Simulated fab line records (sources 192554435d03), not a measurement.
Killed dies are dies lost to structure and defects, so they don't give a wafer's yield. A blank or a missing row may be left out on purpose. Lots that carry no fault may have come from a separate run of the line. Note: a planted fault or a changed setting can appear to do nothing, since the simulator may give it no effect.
fab line records	flow n5Finfet	part 1 of 2: steps 1 to 5 of 8
record: lots: 14	wafers: 41	lastDay: 17
route steps=1938 shown MOL_CONTACT_COAG@617 BEOL_M0_SAQP@637 BEOL_M4@1111
lots that met no fault: from a run of the same line without faults
startH: the number of hours between the record's first day and the start of the first shown wafer of the lot	waitH: time in hours since the lot's previous step	" unchanged from the row above	L1.1+2: a single row standing in for several wafers	- no value, or no start was given	* or withheld: withheld	< > ~ a bound
route shown NAME@n: names a module that has steps shown in the file, with the first one's number in the route	usual: the fault-free wafers' mean and standard deviation	same: alike in all rows	chamber/n: place in a boat	sites: the reading at each site	_std_site: the values' standard deviation	_edge_site: the outer-site mean with the inner-site mean subtracted	radiusMm: for every site, how far away it sits from the centre of the wafer	mask NAME#n: copy n	behind: tool/chamber where the wafer was last shaped	hold: why the lot was held/for how many hours/how that ended	device: names the non-switching transistor (n, p or np)	end of line: the tests these same wafers got at the end of their route	a step with no rows: only its recipe	killed: not the wafer's yield, but the dies lost to structure and defects at the first sort	map: a wafer's dies, marking killed ones x, the rest . and places with no die _
set.NAME: the setting as run; set.NAME@STEP: as run at that earlier step	model.NAME: the simulator's own value behind a step, which no gauge read
one table for each step of the route and one row for each wafer, over a sample of lots
services: from which hour (startH, from the record's first day; less than 0 if before it) a tool's chamber was out of use, for how many hours, and why
== steps ==
step: N5_MOL_CONTACT_COAG_ETCH_48
recipe: chemistry: C4F6/O2	targetDepthA: 150	overetchA: 45	maskMaterial: SOC	target: SiOC	biasW: 465	pressureMtorr: 10	timeS: 17	sourceW: 335	Ar_flow_sccm: 300	C4F6_flow_sccm: 10	O2_flow_sccm: 10	ionEnergyEv: 576
usual: C4F6_flow_sccm: 9.998/0.028	O2_flow_sccm: 10.00/0.031	drypumpMotorCurrentA: 5.5/0.49	oes_f_703_au: 0.80/0.092	oesProductAu: 0.66/0.081	rfVppV: 1605/26	showerheadPlenumPTorr: 2.83/0.1	throttleValvePct: 40.6/0.54
lot.wafer	tool	chamber	startH	waitH	C4F6_flow_sccm	O2_flow_sccm	drypumpMotorCurrentA	oes_f_703_au	oesProductAu	rfHoursCounterH	rfVppV	showerheadPlenumPTorr	throttleValvePct
L403.1	rieDiel-02	2	110.08	0.0	9.993	10.02	5.1	0.88	0.75	33	1570	2.77	40.1
L403.4	"	1	"	"	10.045	9.97	6.4	0.69	0.61	230	1586	2.79	39.7
L403.6	"	1	"	"	9.978	9.99	6.4	0.70	0.62	-	1587	2.79	39.7
L404.2	rieDiel-04	3	114.22	0.0	10.035	9.95	6.1	0.69	0.56	238	1592	2.79	40.4
L404.3	"	1	"	"	9.980	9.97	6.0	0.74	0.62	171	1631	2.95	41.5
L404.5	"	0	"	"	9.948	9.95	5.0	0.70	0.59	-	1612	2.79	40.4
L405.2	rieDiel-03	1	117.44	0.0	10.009	10.01	5.3	0.85	0.71	54	1630	2.77	40.1
L405.4	"	2	"	"	10.007	10.03	5.9	0.72	0.62	196	1658	2.81	39.9
L405.5	"	3	"	"	10.029	10.01	5.2	0.78	0.63	-	1575	2.97	40.3
L406.2	rieDiel-02	0	123.68	0.0	9.951	10.06	5.1	0.73	0.62	198	1588	2.72	41.3
L406.5	"	3	"	"	10.025	9.98	5.3	0.94	0.85	-	1624	3.02	40.8
L406.6	"	2	"	"	10.005	10.01	5.1	0.87	0.75	-	1570	2.77	40.1
L409.3	rieDiel-03	3	145.78	0.0	10.010	9.97	5.2	0.76	0.63	132	1577	2.97	40.3
L409.5	"	3	"	"	9.976	10.03	5.2	0.77	0.62	-	1575	2.97	40.3
L409.6	"	0	"	"	10.028	10.01	6.1	0.90	0.73	-	1632	2.78	40.9
L410.1	rieDiel-03	1	147.34	0.0	10.007	10.01	5.3	0.85	0.70	59	1628	2.76	40.1
L410.2	"	0	"	"	10.003	10.03	6.1	0.90	0.77	22	1632	2.78	40.9
L410.3	"	2	"	"	9.976	10.01	5.8	0.71	0.63	207	1658	2.80	40.0
L415.1	rieDiel-02	0	180.99	0.0	10.033	9.93	5.1	0.71	0.56	219	1586	2.71	41.3
L415.3	"	3	"	"	10.038	10.06	5.3	0.90	0.72	31	1625	3.01	40.8
L417.1	rieDiel-02	0	193.81	0.0	9.980	9.94	5.1	0.71	0.60	223	1589	2.70	41.3
L417.2	"	3	"	"	10.025	9.94	5.3	0.89	0.74	35	1625	3.01	40.8
L417.3	"	2	"	"	10.017	9.97	5.2	0.84	0.67	65	1570	2.76	40.1
L418.1	rieDiel-03	3	199.05	0.0	9.993	10.00	5.2	0.75	0.63	157	1576	2.96	40.3
L418.2	"	1	"	"	9.974	9.98	5.3	0.83	0.66	84	1628	2.75	40.1
L418.3	"	0	"	"	10.000	10.01	6.1	0.89	0.79	30	1630	2.78	40.9
L419.1	rieDiel-02	0	201.77	0.0	10.010	10.03	5.1	0.71	0.63	227	1585	2.70	41.3
L419.2	"	1	"	"	9.975	10.00	6.4	0.94	0.79	7	1587	2.78	39.8
L419.6	"	3	"	"	9.982	10.02	5.3	0.88	0.77	-	1622	3.01	40.8
L420.4	rieDiel-04	3	204.83	0.0	9.978	9.96	6.2	0.90	0.80	-	1592	2.78	39.9
L420.5	"	2	"	"	10.020	10.00	5.1	0.91	0.78	-	1586	2.78	40.4
L420.6	"	1	"	"	10.015	10.02	6.0	0.72	0.62	-	1629	2.93	41.5
L421.1	rieDiel-03	3	211.38	0.0	9.995	9.98	5.2	0.74	0.60	162	1575	2.95	40.3
L421.5	"	0	"	"	9.999	9.91	6.1	0.88	0.70	-	1631	2.78	40.9
L421.6	"	3	"	"	9.965	9.98	5.1	0.75	0.58	-	1574	2.95	40.3
L422.3	rieDiel-02	2	228.58	0.0	9.966	10.06	5.2	0.82	0.69	78	1570	2.75	40.2
L422.4	"	1	"	"	9.983	9.95	6.4	0.91	0.78	17	1585	2.78	39.8
L422.6	"	0	"	"	9.979	10.04	5.1	0.70	0.54	-	1586	2.70	41.3
L424.1	rieDiel-02	3	235.40	0.0	10.006	9.97	5.3	0.86	0.72	50	1623	3.00	40.8
L424.4	"	1	"	"	9.974	10.01	6.4	0.90	0.76	19	1586	2.77	39.8
L424.6	"	3	"	"	9.973	9.98	5.3	0.86	0.72	-	1623	3.01	40.8
step: N5_MOL_CONTACT_COAG_INSPECT_97
recipe: inspectInstrument: darkfield	mode: postAnneal
usual: rawDefectCount: 39/14
lot.wafer	tool	chamber	startH	waitH	rawDefectCount
L403.1	defectInspect-02	-	114.17	0.0	32
L403.4	"	-	"	"	62
L403.6	"	-	"	"	27
L404.2	defectInspect-02	-	118.34	0.1	26
L404.3	"	-	"	"	47
L404.5	"	-	"	"	40
L405.2	defectInspect-02	-	121.68	0.0	44
L405.4	"	-	"	"	20
L405.5	"	-	"	"	29
L406.2	defectInspect-02	-	127.81	0.1	26
L406.5	"	-	"	"	42
L406.6	"	-	"	"	32
L409.3	defectInspect-02	-	149.94	0.1	28
L409.5	"	-	"	"	34
L409.6	"	-	"	"	36
L410.1	defectInspect-02	-	152.90	0.0	42
L410.2	"	-	"	"	34
L410.3	"	-	"	"	26
L415.1	defectInspect-02	-	185.19	0.0	22
L415.3	"	-	"	"	28
L417.1	defectInspect-02	-	198.07	0.0	42
L417.2	"	-	"	"	32
L417.3	"	-	"	"	45
L418.1	defectInspect-01	-	203.13	0.0	37
L418.2	"	-	"	"	30
L418.3	"	-	"	"	45
L419.1	defectInspect-01	-	206.15	0.0	62
L419.2	"	-	"	"	77
L419.6	"	-	"	"	55
L420.4	defectInspect-02	-	209.19	0.1	42
L420.5	"	-	"	"	40
L420.6	"	-	"	"	23
L421.1	defectInspect-02	-	215.47	0.0	69
L421.5	"	-	"	"	45
L421.6	"	-	"	"	50
L422.3	defectInspect-02	-	233.22	0.1	40
L422.4	"	-	"	"	98
L422.6	"	-	"	"	44
L424.1	defectInspect-02	-	239.49	0.0	43
L424.4	"	-	"	"	48
L424.6	"	-	"	"	49
step: N5_BEOL_M0_SAQP_PECVD_97
recipe: material: SiNx	targetThkA: 230	tempC: 350	precursor: SiH4/NH3/N2	pressureTorr: 1.5	rfW: 300	timeS: 19.9
usual: heaterPowerW: 544/48	showerheadPlenumPTorr: 5.14/0.062	throttleValvePct: 39.5/1.8
lot.wafer	tool	chamber	startH	waitH	heaterPowerW	showerheadPlenumPTorr	throttleValvePct
L403.1	pecvd-02	0	115.40	0.0	519	5.17	44.6
L403.4	"	0	"	"	531	5.17	44.5
L403.6	"	2	"	"	487	5.13	39.7
L404.2	pecvd-03	1	120.22	0.0	568	5.25	39.0
L404.3	"	0	"	"	594	5.13	39.6
L404.5	"	2	"	"	568	5.13	37.6
L405.2	pecvd-04	0	123.01	0.0	563	5.12	38.5
L405.4	"	0	"	"	558	5.12	38.3
L405.5	"	1	"	"	551	5.10	38.3
L406.2	pecvd-04	0	130.63	0.0	640	5.12	38.6
L406.5	"	1	"	"	559	5.09	38.4
L406.6	"	0	"	"	617	5.10	38.8
L409.3	pecvd-03	0	150.84	0.0	554	5.12	39.4
L409.5	"	2	"	"	482	5.11	37.7
L409.6	"	0	"	"	545	5.13	39.5
L410.1	pecvd-02	1	153.51	0.0	570	5.20	39.3
L410.2	"	2	"	"	551	5.10	39.6
L410.3	"	0	"	"	504	5.17	44.6
L415.1	pecvd-03	0	186.46	0.0	615	5.13	40.1
L415.3	"	2	"	"	494	5.12	37.6
L417.1	pecvd-04	2	199.21	0.0	462	5.04	40.9
L417.2	"	0	"	"	545	5.12	38.6
L417.3	"	1	"	"	499	5.09	38.7
L418.1	pecvd-04	2	205.11	0.0	489	5.07	41.1
L418.2	"	0	"	"	628	5.10	38.6
L418.3	"	1	"	"	552	5.10	38.3
L419.1	pecvd-03	1	208.19	0.0	590	5.25	39.0
L419.2	"	2	"	"	537	5.12	37.4
L419.6	"	1	"	"	590	5.27	38.9
L420.4	pecvd-03	2	211.01	0.0	542	5.13	37.6
L420.5	"	0	"	"	553	5.11	40.1
L420.6	"	1	"	"	543	5.27	39.0
L421.1	pecvd-04	1	217.79	0.0	479	5.09	38.7
L421.5	"	0	"	"	522	5.11	38.5
L421.6	"	1	"	"	481	5.08	38.6
L422.3	pecvd-02	2	234.46	0.0	544	5.12	40.0
L422.4	"	2	"	"	555	5.10	40.1
L422.6	"	0	"	"	563	5.17	44.4
L424.1	pecvd-03	2	240.60	0.0	597	5.11	37.4
L424.4	"	1	"	"	514	5.26	39.0
L424.6	"	2	"	"	586	5.11	37.7
step: N5_BEOL_M0_SAQP_ETCH_83
recipe: chemistry: CF4	target: SiARC	targetDepthA: 390	maskMaterial: CAR-ArF	timeS: 65	ionEnergyEv: 80	pressureMtorr: 40	sourceW: 545	biasW: 36	Ar_flow_sccm: 100	cf4FlowSccm: 100	ends: cleared
usual: biasW: 36.01/0.1	cf4FlowSccm: 100.0/0.3	drypumpMotorCurrentA: 5.7/0.31	etchRfOnTimeS: 64.9/1.2	oesProductAu: 0.65/0.067	rfVppV: 184.5/0.96	showerheadPlenumPTorr: 2.17/0.043	throttleValvePct: 15.65/0.22
lot.wafer	tool	chamber	startH	waitH	biasW	cf4FlowSccm	drypumpMotorCurrentA	etchRfOnTimeS	oesProductAu	rfHoursCounterH	rfVppV	showerheadPlenumPTorr	throttleValvePct
L403.1	rieDiel-01	2	116.07	0.0	35.82	99.9	5.3	64.0	0.60	209	184.1	2.13	15.58
L403.4	"	3	"	"	36.05	99.5	5.8	63.9	0.66	175	183.8	2.22	15.40
L403.6	"	0	"	"	36.01	99.9	6.1	66.7	0.57	-	183.2	2.19	15.97
L404.2	rieDiel-01	2	121.25	0.0	36.01	99.6	5.3	63.7	0.60	210	184.8	2.13	15.60
L404.3	"	3	"	"	36.00	100.4	5.8	64.1	0.65	177	185.4	2.22	15.42
L404.5	"	2	"	"	36.00	99.9	5.3	63.7	0.60	-	183.6	2.13	15.59
L405.2	rieDiel-01	1	123.75	0.0	35.92	100.4	5.9	64.8	0.61	210	185.1	2.20	16.00
L405.4	"	2	"	"	36.19	99.8	5.3	64.4	0.59	211	183.7	2.13	15.60
L405.5	"	0	"	"	36.05	99.7	6.1	66.3	0.57	-	185.2	2.19	15.96
L406.2	rieDiel-01	2	131.57	0.0	36.14	99.8	5.3	64.0	0.59	214	184.7	2.12	15.62
L406.5	"	3	"	"	36.00	99.5	5.8	63.6	0.65	-	185.2	2.22	15.43
L406.6	"	1	"	"	36.01	99.9	6.0	64.9	0.61	-	185.6	2.20	16.00
L409.3	rieDiel-06	3	151.63	0.0	-	-	-	-	-	-	-	-	-
L409.5	"	0	"	"	-	-	-	-	-	-	-	-	-
L409.6	"	3	"	"	-	-	-	-	-	-	-	-	-
L410.1	rieDiel-01	1	154.13	0.0	-	-	-	-	-	-	-	-	-
L410.2	"	0	"	"	-	-	-	-	-	-	-	-	-
L410.3	"	2	"	"	-	-	-	-	-	-	-	-	-
L415.1	rieDiel-01	3	187.07	0.0	36.02	99.7	5.8	64.2	0.64	198	184.8	2.21	15.47
L415.3	"	2	"	"	36.08	100.3	5.3	65.3	0.58	232	183.1	2.12	15.63
L417.1	rieDiel-01	3	199.98	0.0	35.88	99.7	5.7	64.2	0.63	203	184.5	2.21	15.45
L417.2	"	2	"	"	35.87	100.0	5.3	63.8	0.58	236	183.9	2.12	15.65
L417.3	"	0	"	"	35.96	100.2	6.1	65.9	0.76	19	186.3	2.18	15.52
L418.1	rieDiel-06	1	206.00	0.0	35.97	100.2	5.3	66.3	0.81	5	185.0	2.21	15.30
L418.2	"	3	"	"	36.00	100.0	5.3	63.3	0.71	86	182.2	2.08	15.59
L418.3	"	0	"	"	35.94	99.9	5.8	67.7	0.61	185	183.6	2.22	15.69
L419.1	rieDiel-01	0	208.96	0.0	36.04	99.8	6.1	65.9	0.75	23	183.5	2.18	15.51
L419.2	"	1	"	"	36.05	99.7	5.9	65.1	0.59	241	184.4	2.19	16.05
L419.6	"	1	"	"	35.97	99.9	6.0	64.6	0.60	-	185.8	2.19	16.04
L420.4	rieDiel-01	2	211.60	0.0	36.06	99.9	5.3	64.2	0.57	241	184.1	2.12	15.67
L420.5	"	1	"	"	35.92	100.5	5.9	65.1	0.59	-	184.3	2.19	16.05
L420.6	"	0	"	"	36.03	100.4	6.1	66.5	0.74	-	185.3	2.18	15.50
L421.1	rieDiel-01	3	218.77	0.0	36.01	100.4	5.8	64.6	0.63	211	184.4	2.21	15.48
L421.5	"	1	"	"	36.25	100.2	5.9	65.2	0.59	-	184.1	2.19	16.06
L421.6	"	0	"	"	36.06	99.9	6.1	65.9	0.74	-	185.1	2.18	15.52
L422.3	rieDiel-01	0	235.07	0.0	35.80	99.6	6.1	66.0	0.74	32	185.1	2.18	15.53
L422.4	"	2	"	"	35.98	100.3	5.3	65.0	0.57	249	184.8	2.11	15.69
L422.6	"	0	"	"	35.80	99.8	6.1	66.3	0.73	-	185.3	2.18	15.53
L424.1	rieDiel-01	0	241.34	0.0	36.04	100.0	6.1	65.6	0.73	34	185.5	2.18	15.54
L424.4	"	0	"	"	35.94	100.1	6.1	65.7	0.73	-	184.8	2.18	15.53
L424.6	"	3	"	"	36.10	100.1	5.8	65.1	0.63	-	183.6	2.21	15.49
step: N5_BEOL_M0_SAQP_ETCH_84
recipe: chemistry: N2/H2	target: SOC	targetDepthA: 1000	overetchA: 200	maskMaterial: SiARC	tempC: 40	timeS: 150	ionEnergyEv: 200	pressureMtorr: 30	sourceW: 840	biasW: 150	n2FlowSccm: 200	h2FlowSccm: 200
usual: biasW: 149.9/0.48	chamberPressureMTorr: 29.998/0.027	drypumpMotorCurrentA: 5.7/0.31	oesProductAu: 0.68/0.069	rfVppV: 525.0/1.7	showerheadPlenumPTorr: 2.59/0.054	tempC: 40.02/0.11	throttleValvePct: 17.94/0.25
lot.wafer	tool	chamber	startH	waitH	biasW	chamberPressureMTorr	drypumpMotorCurrentA	oesProductAu	rfHoursCounterH	rfVppV	showerheadPlenumPTorr	tempC	throttleValvePct
L403.1	rieDiel-01	2	116.12	0.0	150.0	29.994	5.3	0.62	209	522.8	2.52	39.82	17.79
L403.4	"	3	"	"	150.4	29.997	5.7	0.69	175	526.4	2.64	39.92	17.57
L403.6	"	0	"	"	150.0	30.016	6.1	0.60	-	525.6	2.62	39.70	18.36
L404.2	rieDiel-01	2	121.30	0.0	149.6	30.001	5.3	0.62	210	522.7	2.52	40.19	17.81
L404.3	"	3	"	"	149.2	29.979	5.7	0.68	177	526.2	2.64	40.01	17.58
L404.5	"	2	"	"	149.5	29.985	5.3	0.62	-	521.8	2.52	40.08	17.80
L405.2	rieDiel-01	1	123.80	0.0	150.2	29.982	5.9	0.64	210	525.3	2.64	40.07	18.34
L405.4	"	2	"	"	149.7	29.985	5.3	0.62	211	523.0	2.52	40.15	17.78
L405.5	"	0	"	"	150.7	29.994	6.1	0.60	-	525.4	2.62	40.12	18.36
L406.2	rieDiel-01	2	131.62	0.0	150.1	29.987	5.3	0.61	214	523.4	2.52	40.08	17.80
L406.5	"	3	"	"	149.2	29.998	5.7	0.68	-	526.5	2.64	40.10	17.58
L406.6	"	1	"	"	149.7	30.016	6.0	0.64	-	525.3	2.64	40.13	18.37
L409.3	rieDiel-06	3	151.73	0.1	149.2	29.979	5.3	0.32	-	521.7	2.49	39.84	17.88
L409.5	"	0	"	"	150.1	29.982	5.8	0.29	-	527.2	2.65	39.98	17.88
L409.6	"	3	"	"	149.6	30.049	5.3	0.32	-	520.9	2.49	39.92	17.87
L410.1	rieDiel-01	1	154.18	0.0	149.8	30.040	5.9	0.27	221	527.1	2.63	39.99	18.31
L410.2	"	0	"	"	150.6	29.991	6.1	0.35	3	526.0	2.62	39.89	17.85
L410.3	"	2	"	"	149.7	30.000	5.3	0.26	221	523.5	2.51	39.91	17.75
L415.1	rieDiel-01	3	187.12	0.0	149.8	30.002	5.8	0.66	198	527.5	2.63	40.03	17.60
L415.3	"	2	"	"	149.0	30.042	5.3	0.61	232	522.0	2.51	40.03	17.84
L417.1	rieDiel-01	3	200.03	0.0	150.9	30.025	5.8	0.67	203	524.9	2.63	39.86	17.62
L417.2	"	2	"	"	149.7	29.992	5.3	0.60	236	523.6	2.51	40.07	17.84
L417.3	"	0	"	"	150.2	30.063	6.1	0.79	19	525.5	2.61	40.07	17.96
L418.1	rieDiel-06	1	206.05	0.0	150.5	29.997	5.3	0.85	5	525.7	2.59	39.90	17.31
L418.2	"	3	"	"	150.9	29.965	5.3	0.74	86	521.6	2.48	39.98	17.98
L418.3	"	0	"	"	151.0	29.935	5.8	0.65	185	525.8	2.64	40.09	17.99
L419.1	rieDiel-01	0	209.01	0.0	150.1	29.945	6.1	0.80	23	525.6	2.61	40.18	17.96
L419.2	"	1	"	"	150.6	30.047	6.0	0.63	241	525.6	2.62	40.04	18.42
L419.6	"	1	"	"	149.8	30.010	5.9	0.62	-	525.9	2.62	40.08	18.41
L420.4	rieDiel-01	2	211.65	0.0	149.6	29.960	5.3	0.60	241	523.1	2.51	40.00	17.85
L420.5	"	1	"	"	150.0	29.958	5.9	0.63	-	526.0	2.62	40.19	18.40
L420.6	"	0	"	"	150.4	29.984	6.1	0.78	-	524.1	2.61	39.86	17.96
L421.1	rieDiel-01	3	218.82	0.0	149.3	30.002	5.7	0.66	211	526.9	2.62	40.16	17.63
L421.5	"	1	"	"	150.8	29.992	6.0	0.62	-	525.3	2.62	40.27	18.40
L421.6	"	0	"	"	149.4	30.000	6.1	0.78	-	524.7	2.61	40.01	17.96
L422.3	rieDiel-01	0	235.12	0.0	149.7	30.024	6.1	0.77	32	525.5	2.61	39.98	18.00
L422.4	"	2	"	"	150.0	30.014	5.3	0.60	249	520.4	2.50	40.02	17.87
L422.6	"	0	"	"	150.0	29.979	6.1	0.78	-	525.0	2.61	39.95	17.98
L424.1	rieDiel-01	0	241.39	0.0	149.6	29.991	6.1	0.76	34	526.4	2.61	40.24	17.99
L424.4	"	0	"	"	149.6	30.013	6.1	0.77	-	525.0	2.61	40.21	17.98
L424.6	"	3	"	"	149.7	29.998	5.8	0.66	-	525.9	2.62	40.22	17.63
== key ==
firstSign: step: N5_BEOL_M0_SAQP_ETCH_83	reading: toolRecord	direction: missing
effect: step: N5_BEOL_M0_SAQP_ETCH_84	reading: oesProductAu	direction: down	sigmas: 5.5	usual: 0.68	struck: 0.30
effect: step: N5_BEOL_M0_SAQP_MANDREL_ETCH_20	reading: oesProductAu	direction: down	sigmas: 35	usual: 0.778	struck: 0.326
effect: step: N5_BEOL_M0_SAQP_CD_MEAS_25	reading: cdNm	direction: missing
metAt N5_BEOL_M0_SAQP_ETCH_83
struckLots L409,L410
laterRowsLeftOut L409.3,L409.5,L409.6,L410.1,L410.2,L410.3
sortLeftOut L409.3,L409.5,L409.6,L410.1,L410.2,L410.3
notActingAt N5_MOL_CONTACT_COAG_ETCH_48,N5_MOL_CONTACT_COAG_INSPECT_97,N5_BEOL_M0_SAQP_PECVD_97
onsetBetween 131.57 151.63
fault: kind: skippedStepWhole	tool: rieDiel-01,rieDiel-06	chamber: -	onsetH: 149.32	steps: N5_BEOL_M0_SAQP_ETCH_83	scope: struckLotsOnly
sortLeftOut: the simulated sort isn't trusted on such a fault, so these wafers' sort isn't shown, and their yield isn't known
laterRowsLeftOut: the simulator's readings of these wafers behind a module that went badly wrong aren't trusted and aren't shown, but for the sort
